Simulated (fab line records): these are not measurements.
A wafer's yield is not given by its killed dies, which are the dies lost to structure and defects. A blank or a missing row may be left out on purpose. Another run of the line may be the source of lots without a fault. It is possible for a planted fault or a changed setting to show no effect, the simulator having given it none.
A lot that was struck, set against a sound lot | flow nandHarc | 43 steps out of a route of 1159
Sound: these wafers, L112.1, L112.5, L112.6. Wafers L126.2, L126.3, L126.5 were the ones struck. The cause is named last.
Order at every step that has rows: each side's tool, ch and its chambers, its first start. Under that, the readings that differ: sound wafers | struck wafers | difference of the means | sigmas: that difference in standard deviations of wafers without a fault.
alike: same words and numbers on both sides, and readings whose means sit less than 2 such deviations apart. not compared: any withheld reading, any reading some wafer has no value for, any bound like >300 that may hide the same value, and any number with overlapping values for which the record gives no deviation.
The two part at a step that has a row with sigmas, a row that says differs or no value, or rows on one side only. Numbers that have no deviation but don't overlap get no sigmas and don't part them. A reading that every wafer of one side lacks parts them only if that side has two wafers or more.

NHARC_P_GATE_INSPECT_28:
  sound: defectInspect-02 at day 6 06:48; struck: defectInspect-02 at day 10 02:07
  alike: rawDefectCount
NHARC_P_GATE_DESCUM_31: chemistry O2, time 3 s.
  sound on rieDiel-02 ch 0,1, day 6 06:52; struck on rieDiel-13 ch 0,3, day 10 02:11
reading              | sound                | struck               | difference | sigmas
rfVppV (V)           | 57.5 56.3 56.9       | 59.5 57.4 59.8       | +2.0       | +2
throttleValvePct (%) | 11.302 11.304 11.312 | 11.316 11.329 11.328 | +0.018     | +2
  alike: drypumpMotorCurrentA, o2FlowSccm, oesProductAu, showerheadPlenumPTorr
  not compared: rfHoursCounterH
NHARC_P_GATE_ETCH_104: etches the open film in CF4/CHF3, target depth 60 nm.
  sound on rieDiel-02 ch 0,1, day 6 06:57; struck on rieDiel-13 ch 1,3, day 10 02:16
reading             | sound             | struck            | difference | sigmas
oesProductAu (a.u.) | 0.922 0.924 0.936 | 0.963 0.986 0.960 | +0.042     | +2
  alike: drypumpMotorCurrentA, rfFwdPowerW, rfVppV, showerheadPlenumPTorr, throttleValvePct
then, 2 steps without rows for these wafers: NHARC_P_GATE_HM_OPEN_105 (chemistry O2/COS, target depth 360 nm); NHARC_P_GATE_STRIP_106 (strips in O2/COS).
NHARC_P_GATE_ETCH_114: etches the open film in CF4/O2, target depth 30 nm, overetch 3 nm, time 16.5 s.
  sound: rieDiel-02 ch 2,3; struck: rieDiel-13 ch 2,3
  alike: drypumpMotorCurrentA, o2FlowSccm, oesProductAu, rfFwdPowerW, rfVppV, showerheadPlenumPTorr, throttleValvePct
  not compared: rfHoursCounterH
NHARC_P_GATE_ETCH_32: etches the open film in HBr/Cl2, target depth 150 nm, time 100.1 s.
  sound on rieSi-02 ch 1,2,3, day 6 07:22; struck on rieSi-03 ch 0,2,3, day 10 02:40
reading         | sound             | struck            | difference | sigmas
rfFwdPowerW (W) | 398.0 399.1 400.3 | 396.5 396.3 395.2 | -3.1       | -2
  alike: drypumpMotorCurrentA, oesProductAu, throttleValvePct
  not compared: rfHoursCounterH
then, 1 step without rows for these wafers: NHARC_P_GATE_STRIP_108 (strips in O2).
NHARC_P_GATE_CD_MEAS_33:
  sound: cdSem-02 at day 6 07:43; struck: cdSem-02 at day 10 02:59
  alike: cdNm
then, 3 steps without rows for these wafers: NHARC_P_GATE_STRIP_35 (strips in SPM, time 600 s); NHARC_P_GATE_PRECLEAN_73 (cleans in SC1); NHARC_P_GATE_SRD_74.
NHARC_P_GATE_ALD_36: deposits SiNx, target thk 20 nm, pulse time 60 s, ald cycles 223.
  sound on aldSin-02 ch 1,2,3, day 6 10:19; struck on aldSin-03 ch 0,2,3, day 10 04:31
  alike: heaterPowerW, precursorPulseHeightRel
then, 14 steps without rows for these wafers: NHARC_P_GATE_ETCHBACK_37 (etches the open film in CHF3/O2, target depth 34.5 nm, time 17.2 s); NHARC_P_GATE_STRIP_101 (strips in O2, time 20 s); NHARC_P_GATE_PRECLEAN_97 (cleans in SPM, time 600 s); NHARC_P_GATE_SRD_98; NHARC_P_GATE_PRECLEAN_99 (cleans in SC1); NHARC_P_GATE_SRD_100; NHARC_P_GATE_DEHYDRATE_38 (time 120 s); NHARC_P_GATE_HMDS_39 (time 30 s); NHARC_P_GATE_COAT_40; NHARC_P_GATE_SOFTBAKE_41 (time 95 s); NHARC_P_GATE_EBR_42; NHARC_P_GATE_EXPOSE_43 (exposes mask P NSD, target cd 720 nm); NHARC_P_GATE_PEB_44 (peb time 85 s); NHARC_P_GATE_DEVELOP_45 (time 70 s).
NHARC_P_GATE_CD_MEAS_46 targets a cd of 720 nm.
  sound on cdSem-02 ch 0, day 6 18:47; struck on cdSem-03 ch 0, day 10 14:17
  alike: cdNm
then, 4 steps without rows for these wafers: NHARC_P_GATE_HARDBAKE_47 (time 80 s); NHARC_P_GATE_DESCUM_48 (chemistry O2, time 3 s); NHARC_P_GATE_IMPLANT_49; NHARC_P_GATE_STRIP_111 (strips in N2/H2, time 250 s).
NHARC_P_GATE_STRIP_75: strips in O2.
  sound on plasmaAsher-02 ch 0,1, day 6 19:39; struck on plasmaAsher-01 ch 0,1, day 10 15:11
  alike: drypumpMotorCurrentA, heaterPowerW
  not compared: rfHoursCounterH
then, 9 steps without rows for these wafers: NHARC_P_GATE_STRIP_50 (strips in SPM, time 900 s); NHARC_P_GATE_DEHYDRATE_51 (time 120 s); NHARC_P_GATE_HMDS_52 (time 30 s); NHARC_P_GATE_COAT_53; NHARC_P_GATE_SOFTBAKE_54 (time 95 s); NHARC_P_GATE_EBR_55; NHARC_P_GATE_EXPOSE_56 (exposes mask P PSD, target cd 720 nm); NHARC_P_GATE_PEB_57 (peb time 85 s); NHARC_P_GATE_DEVELOP_58 (time 70 s).
-- the record jumps here: 14 days lie between the struck wafers' starts before and after (it left off in module P_GATE and takes up again in module END, whose first step shown is number 1159 of the route) --
NHARC_END_SORT_01:
  sound on prober-02 ch 0, day 21 00:25; struck on prober-01 ch 0, day 24 12:19
reading           | sound    | struck      | difference | sigmas
killedAtPeriphery | 2 1 1    | 61 76 81    | +71        | +30
killedDies        | 42 42 42 | 103 104 111 | +64        | +5
  alike: killedAtArray, killedAtOther, killedOpen, killedShort

## WHERE THEY PART
First at NHARC_P_GATE_DESCUM_31; last, within this record, at NHARC_END_SORT_01.

WHY: what had been put in by the simulator
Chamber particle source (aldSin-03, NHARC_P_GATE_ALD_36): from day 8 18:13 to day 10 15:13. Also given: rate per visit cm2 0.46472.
